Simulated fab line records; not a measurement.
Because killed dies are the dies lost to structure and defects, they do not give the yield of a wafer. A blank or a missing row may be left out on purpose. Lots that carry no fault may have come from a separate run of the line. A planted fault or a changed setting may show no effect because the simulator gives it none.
fab line records -- flow nand-harc -- part 2 of 2: steps 24 to 29 of 29
record lots=5, wafers=15, last-day=31
route steps=1302 shown A_STAIRCASE@650
lots that met no fault: from a run of the same line without faults
start-h: the number of hours between the record's first day and the start of the first shown wafer of the lot -- wait-h: hours from the lot's prior step to this one -- " unchanged from the row above -- L1.1+2: one row covering several wafers at once -- - no value, or no start given -- * or withheld: withheld -- < > ~ a bound
route shown NAME@n: a module of which the file shows steps, and the number in the route of the first -- usual: average and standard deviation across the fault-free wafers -- same: alike in all rows -- chamber/n: place in a boat -- sites: the reading at each site -- _std_site: standard deviation across them -- _edge_site: the outer-site mean with the inner-site mean subtracted -- radius-mm: for every site, how far away it sits from the centre of the wafer -- mask NAME#n: copy n -- behind: the most recent tool/chamber to have shaped the wafer -- hold: why the lot went on hold/how many hours it stayed there/how the hold came to an end -- device: the transistor (n, p or np) that didn't switch -- end of line: the same wafers' tests at the end of the route -- a step given without rows: its recipe and nothing more -- killed: at the first sort, the dies lost to defects and structure; wafer yield is something else -- map: a wafer's dies, x killed, . not, _ none there
set.NAME: the run value of the setting; set.NAME@STEP: its run value at that earlier step -- model.NAME: the simulator's own value behind a step, which no gauge read
certain route steps with their lots: each step a table, each wafer a row
services: the hour from which a tool's chamber was out of use, counted from the record's first day as start-h (under 0 if before that day), plus the number of hours and why
## steps
# step NHARC_A_STAIRCASE_TRIM_18
# recipe time-s=211.2, o2-flow-sccm=500, ar-flow-sccm=0, bias-w=0, chemistry=O2
# usual drypump-motor-current-A=5.7/0.36, oes-product-au=0.998/0.011, rf-vpp-V=57.7/0.87, showerhead-plenum-p-Torr=3.52/0.17, throttle-valve-pct=17.037/0.0089
lot.wafer,tool,chamber,start-h,wait-h,drypump-motor-current-A,oes-product-au,rf-hours-counter-h,rf-vpp-V,showerhead-plenum-p-Torr,throttle-valve-pct
L077.2,rie-diel-03,0,-,-,5.5,0.992,34,58.5,3.72,17.038
L077.4,rie-diel-03,3,-,-,5.6,0.992,28,58.7,3.53,17.030
L077.6,rie-diel-03,1,-,-,6.3,0.987,-,58.2,3.32,17.043
L080.4,rie-diel-10,2,-,-,5.1,0.996,56,58.0,3.53,17.037
L080.2,rie-diel-10,3,-,-,5.5,0.999,59,56.5,3.26,17.040
L080.6,rie-diel-10,1,-,-,6.0,0.975,-,58.1,3.32,17.033
L086.3,rie-diel-10,3,-,-,5.5,0.991,16,57.9,3.80,17.025
L086.4,rie-diel-10,2,-,-,5.1,1.011,13,58.7,3.52,17.035
L086.6,rie-diel-10,0,-,-,5.2,0.999,-,57.4,3.44,17.041
L089.1,rie-diel-10,3,-,-,5.5,1.000,35,58.1,3.79,17.037
L089.4,rie-diel-10,0,-,-,5.2,1.000,32,59.0,3.43,17.033
L089.6,rie-diel-10,2,-,-,5.1,0.988,-,55.6,3.51,17.037
L092.2,rie-diel-08,3,-,-,6.3,1.001,46,56.6,3.29,17.020
L092.3,rie-diel-08,0,-,-,5.9,0.992,47,59.0,3.65,17.031
L092.4,rie-diel-08,1,-,-,5.9,0.989,47,58.8,3.62,17.034
# step NHARC_A_STAIRCASE_ETCH_19
# recipe target-depth-a=1000, time-s=40.5, ion-energy-ev=400, c4f8-flow-sccm=20, o2-flow-sccm=10, ar-flow-sccm=withheld, rf-w=600, bias-w=1000, chemistry=C4F8/O2
# usual oes-product-au=0.942/0.012, rf-vpp-V=895/6.2
lot.wafer,tool,chamber,start-h,wait-h,oes-product-au,rf-hours-counter-h,rf-vpp-V
L077.2,rie-diel-03,3,-,-,0.915,28,895
L077.4,rie-diel-03,0,-,-,0.921,35,902
L077.6,rie-diel-03,3,-,-,0.921,-,897
L080.2,rie-diel-10,0,-,-,0.951,54,894
L080.4,rie-diel-10,1,-,-,0.939,52,889
L080.6,rie-diel-10,3,-,-,0.951,-,887
L086.4,rie-diel-10,2,-,-,0.934,13,895
L086.3,rie-diel-10,0,-,-,0.948,15,894
L086.6,rie-diel-10,1,-,-,0.942,-,887
L089.4,rie-diel-10,2,-,-,0.938,32,896
L089.1,rie-diel-10,3,-,-,0.959,35,904
L089.6,rie-diel-10,0,-,-,0.964,-,892
L092.3,rie-diel-08,3,-,-,0.936,46,887
L092.2,rie-diel-08,1,-,-,0.937,47,898
L092.4,rie-diel-08,2,-,-,0.974,44,899
# step NHARC_A_STAIRCASE_TRIM_20
# recipe time-s=211.2, o2-flow-sccm=500, ar-flow-sccm=0, bias-w=0, chemistry=O2
# usual drypump-motor-current-A=5.7/0.35, oes-product-au=0.998/0.009, rf-vpp-V=57.7/0.85, showerhead-plenum-p-Torr=3.53/0.18, throttle-valve-pct=17.037/0.0088
lot.wafer,tool,chamber,start-h,wait-h,drypump-motor-current-A,oes-product-au,rf-hours-counter-h,rf-vpp-V,showerhead-plenum-p-Torr,throttle-valve-pct
L077.4,rie-diel-10,3,378.38,0.1,5.5,1.009,43,58.5,3.27,17.029
L077.2,rie-diel-10,1,378.38,0.1,6.0,1.007,39,54.8,3.33,17.029
L077.6,rie-diel-10,0,378.38,0.1,5.2,1.009,-,57.9,3.45,17.051
L080.2,rie-diel-03,2,411.44,0.1,5.7,0.978,43,56.0,3.27,17.045
L080.4,rie-diel-03,3,411.44,0.1,5.6,0.981,41,57.6,3.53,17.032
L080.6,rie-diel-03,3,411.44,0.1,5.6,0.982,-,57.7,3.53,17.038
L086.4,rie-diel-10,3,467.26,0.1,5.5,0.986,16,58.7,3.80,17.036
L086.3,rie-diel-10,1,467.26,0.1,6.0,0.996,12,57.3,3.31,17.034
L086.6,rie-diel-10,0,467.26,0.1,5.2,0.998,-,57.9,3.44,17.029
L089.1,rie-diel-10,2,518.43,0.1,5.1,0.990,32,57.8,3.51,17.039
L089.4,rie-diel-10,3,518.43,0.1,5.5,1.008,35,59.0,3.79,17.035
L089.6,rie-diel-10,2,518.43,0.1,5.1,0.998,-,57.5,3.51,17.023
L092.3,rie-diel-10,2,524.59,0.1,5.1,0.979,33,57.9,3.51,17.042
L092.2,rie-diel-10,3,524.59,0.1,5.5,1.004,37,57.0,3.79,17.029
L092.4,rie-diel-10,1,524.59,0.1,6.0,0.998,30,58.2,3.30,17.044
# step NHARC_A_STAIRCASE_ETCH_21
# recipe target-depth-a=1000, time-s=40.5, ion-energy-ev=400, c4f8-flow-sccm=20, o2-flow-sccm=10, ar-flow-sccm=withheld, rf-w=600, bias-w=1000, chemistry=C4F8/O2
# usual oes-product-au=0.951/0.015, rf-vpp-V=896/6.7
lot.wafer,tool,chamber,start-h,wait-h,oes-product-au,rf-hours-counter-h,rf-vpp-V
L077.2,rie-diel-10,2,-,-,0.954,43,897
L077.4,rie-diel-10,3,-,-,0.957,43,887
L077.6,rie-diel-10,0,-,-,0.937,-,895
L080.2,rie-diel-03,3,-,-,0.944,41,895
L080.4,rie-diel-03,1,-,-,0.931,43,888
L080.6,rie-diel-03,2,-,-,0.943,-,886
L086.3,rie-diel-10,3,-,-,0.935,17,907
L086.4,rie-diel-10,1,-,-,0.949,12,888
L086.6,rie-diel-10,2,-,-,0.944,-,897
L089.1,rie-diel-10,1,-,-,0.944,29,887
L089.4,rie-diel-10,3,-,-,0.943,35,904
L089.6,rie-diel-10,1,-,-,0.946,-,887
L092.3,rie-diel-10,0,-,-,0.983,34,893
L092.4,rie-diel-10,2,-,-,0.952,33,895
L092.2,rie-diel-10,3,-,-,0.960,37,904
# step NHARC_A_STAIRCASE_TRIM_22
# recipe time-s=211.2, o2-flow-sccm=500, ar-flow-sccm=0, bias-w=0, chemistry=O2
# usual drypump-motor-current-A=5.7/0.36, oes-product-au=0.997/0.011, rf-vpp-V=57.7/0.91, showerhead-plenum-p-Torr=3.53/0.18, throttle-valve-pct=17.036/0.0088
lot.wafer,tool,chamber,start-h,wait-h,drypump-motor-current-A,oes-product-au,rf-hours-counter-h,rf-vpp-V,showerhead-plenum-p-Torr,throttle-valve-pct
L077.4,rie-diel-10,1,-,-,6.0,0.997,39,56.9,3.33,17.043
L077.2,rie-diel-10,2,-,-,5.1,0.984,43,58.5,3.54,17.024
L077.6,rie-diel-10,2,-,-,5.1,0.985,-,57.4,3.54,17.054
L080.4,rie-diel-03,3,-,-,5.6,0.985,41,57.3,3.53,17.032
L080.2,rie-diel-03,2,-,-,5.7,0.991,43,57.2,3.27,17.031
L080.6,rie-diel-03,3,-,-,5.6,0.977,-,57.5,3.53,17.052
L086.4,rie-diel-10,0,-,-,5.2,0.997,15,59.2,3.44,17.042
L086.3,rie-diel-10,2,-,-,5.1,0.992,13,55.6,3.52,17.041
L086.6,rie-diel-10,1,-,-,6.0,1.005,-,57.2,3.31,17.043
L089.1,rie-diel-10,2,-,-,5.1,0.985,32,57.3,3.51,17.024
L089.4,rie-diel-10,3,-,-,5.5,0.999,35,58.6,3.79,17.043
L089.6,rie-diel-10,2,-,-,5.1,0.986,-,57.0,3.51,17.039
L092.4,rie-diel-10,3,-,-,5.5,0.998,37,57.4,3.79,17.045
L092.2,rie-diel-10,0,-,-,5.2,0.996,34,56.3,3.43,17.036
L092.3,rie-diel-10,1,-,-,6.0,0.997,30,57.2,3.30,17.022
# step NHARC_A_STAIRCASE_ETCH_23
# recipe target-depth-a=1000, time-s=40.5, ion-energy-ev=400, c4f8-flow-sccm=20, o2-flow-sccm=10, ar-flow-sccm=withheld, rf-w=600, bias-w=1000, chemistry=C4F8/O2
# usual oes-product-au=0.945/0.012, rf-vpp-V=896/6.7
lot.wafer,tool,chamber,start-h,wait-h,oes-product-au,rf-hours-counter-h,rf-vpp-V
L077.4,rie-diel-10,0,-,-,0.949,39,894
L077.2,rie-diel-10,2,-,-,0.932,43,897
L077.6,rie-diel-10,3,-,-,0.948,-,885
L080.2,rie-diel-03,1,-,-,0.925,43,888
L080.4,rie-diel-03,3,-,-,0.932,41,897
L080.6,rie-diel-03,1,-,-,0.933,-,887
L086.4,rie-diel-10,1,-,-,0.940,12,888
L086.3,rie-diel-10,2,-,-,0.943,13,896
L086.6,rie-diel-10,2,-,-,0.945,-,897
L089.4,rie-diel-10,0,-,-,0.942,32,893
L089.1,rie-diel-10,3,-,-,0.936,35,905
L089.6,rie-diel-10,0,-,-,0.953,-,892
L092.3,rie-diel-10,2,-,-,0.946,33,897
L092.4,rie-diel-10,3,-,-,0.952,37,906
L092.2,rie-diel-10,0,-,-,0.962,34,892
## services
tool,chamber,start-h,hours,kind
rie-diel-03,3,353.14,5.0,repair
wet-bench-04,-,359.29,0.6,repair
krf-scanner-01,-,361.86,0.5,repair
rie-diel-08,-,371.69,9.0,pm
rie-diel-03,1,381.98,11.9,repair
rie-diel-08,2,382.30,3.3,repair
krf-scanner-01,-,390.68,1.0,repair
krf-scanner-03,-,395.98,2.1,repair
litho-track-02,-,402.00,7.0,pm
wet-bench-04,-,403.20,8.0,pm
krf-scanner-01,-,410.36,0.8,repair
krf-scanner-01,-,414.45,0.2,repair
krf-scanner-01,-,417.50,0.2,repair
rie-diel-10,-,419.94,9.0,pm
wet-bench-02,-,421.12,8.0,pm
plasma-asher-02,-,426.28,9.0,pm
wet-bench-05,-,436.85,8.0,pm
rie-diel-03,-,442.14,0.5,repair
litho-track-03,-,450.00,7.0,pm
rie-diel-03,-,458.33,9.0,pm
litho-track-05,-,474.00,7.0,pm
krf-scanner-01,-,484.00,4.0,pm
krf-scanner-03,-,496.29,5.0,repair
plasma-asher-01,-,519.00,9.0,pm
